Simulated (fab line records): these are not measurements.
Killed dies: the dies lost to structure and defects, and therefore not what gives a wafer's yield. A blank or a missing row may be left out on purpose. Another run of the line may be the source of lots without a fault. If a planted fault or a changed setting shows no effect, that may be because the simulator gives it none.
Chamber matching | flow n5 finfet | rie diel-03 running N5_BEOL_M0_SAQP_STRIP_75: 4 sister chambers
The step strips in CF4. 18 wafers are shown with their chamber, then 9 later ones without.

## WAFERS WITH THEIR CHAMBER
wafer  | chamber | drypump motor current A (A) | showerhead plenum p Torr (Torr) | oes product au (a.u.)
L074.4 | 3       | 5.4                         | 1.77                            | 0.167
L074.5 | 0       | 5.6                         | 1.78                            | 0.162
L074.6 | 1       | 4.9                         | 1.90                            | 0.199
L081.2 | 1       | 4.9                         | 1.90                            | 0.206
L081.3 | 0       | 5.6                         | 1.77                            | 0.160
L081.5 | 3       | 5.4                         | 1.77                            | 0.162
L082.1 | 1       | 4.9                         | 1.90                            | 0.202
L082.4 | 2       | 6.6                         | 1.84                            | 0.176
L082.6 | 0       | 5.7                         | 1.77                            | 0.160
L084.1 | 2       | 6.6                         | 1.84                            | 0.174
L084.2 | 1       | 4.9                         | 1.89                            | 0.195
L084.4 | 0       | 5.6                         | 1.77                            | 0.161
L091.1 | 3       | 5.4                         | 1.77                            | 0.216
L091.4 | 2       | 6.6                         | 1.84                            | 0.177
L091.5 | 3       | 5.5                         | 1.77                            | 0.209
L093.1 | 3       | 5.4                         | 1.77                            | 0.211
L093.2 | 1       | 4.9                         | 1.89                            | 0.189
L093.3 | 2       | 6.6                         | 1.84                            | 0.172

SIGNATURES, as means of the wafers listed above
reading                  | chamber 0 | chamber 1 | chamber 2 | chamber 3 | scatter within a chamber
drypump motor current A  | 5.625     | 4.900     | 6.600     | 5.420     | 0.0333
showerhead plenum p Torr | 1.7725    | 1.8960    | 1.8400    | 1.7700    | 0.00373
oes product au           | 0.16075   | 0.19820   | 0.17475   | 0.19300   | 0.0145
Rule: a wafer's distance from a chamber is the root of the sum, over the readings, of the square of ((its reading less the chamber's mean) divided by the reading's scatter). If the next closest chamber is less than 2 further off than the closest, the wafer can't be placed; otherwise it belongs to the closest. The scatter: the root of (the sum of the squares of (reading less its chamber's mean) over the shown wafers, divided by (wafers less chambers)).

## WAFERS MISSING THEIR CHAMBER
wafer  | drypump motor current A (A) | showerhead plenum p Torr (Torr) | oes product au (a.u.)
L093.4 | 5.7                         | 1.77                            | 0.218
L093.5 | 5.5                         | 1.77                            | 0.210
L093.6 | 5.7                         | 1.77                            | 0.217
L095.1 | 4.9                         | 1.89                            | 0.194
L095.5 | 5.6                         | 1.77                            | 0.214
L095.6 | 5.4                         | 1.77                            | 0.213
L097.1 | 5.4                         | 1.76                            | 0.215
L097.3 | 5.7                         | 1.77                            | 0.216
L097.5 | 5.4                         | 1.76                            | 0.206

## WHICH CHAMBER EACH ONE RAN IN
wafer  | from the rows above     | in truth
L093.4 | 0                       | 0
L093.5 | 3                       | 3
L093.6 | 0                       | 0
L095.1 | 1                       | 1
L095.5 | can't be placed: 0 or 3 | 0
L095.6 | 3                       | 3
L097.1 | 3                       | 3
L097.3 | 0                       | 0
L097.5 | 3                       | 3
8 of 9 placed correctly. From these rows, 1 cannot be placed; in 1 the true chamber is one of the candidates. Wrongly placed: 0.
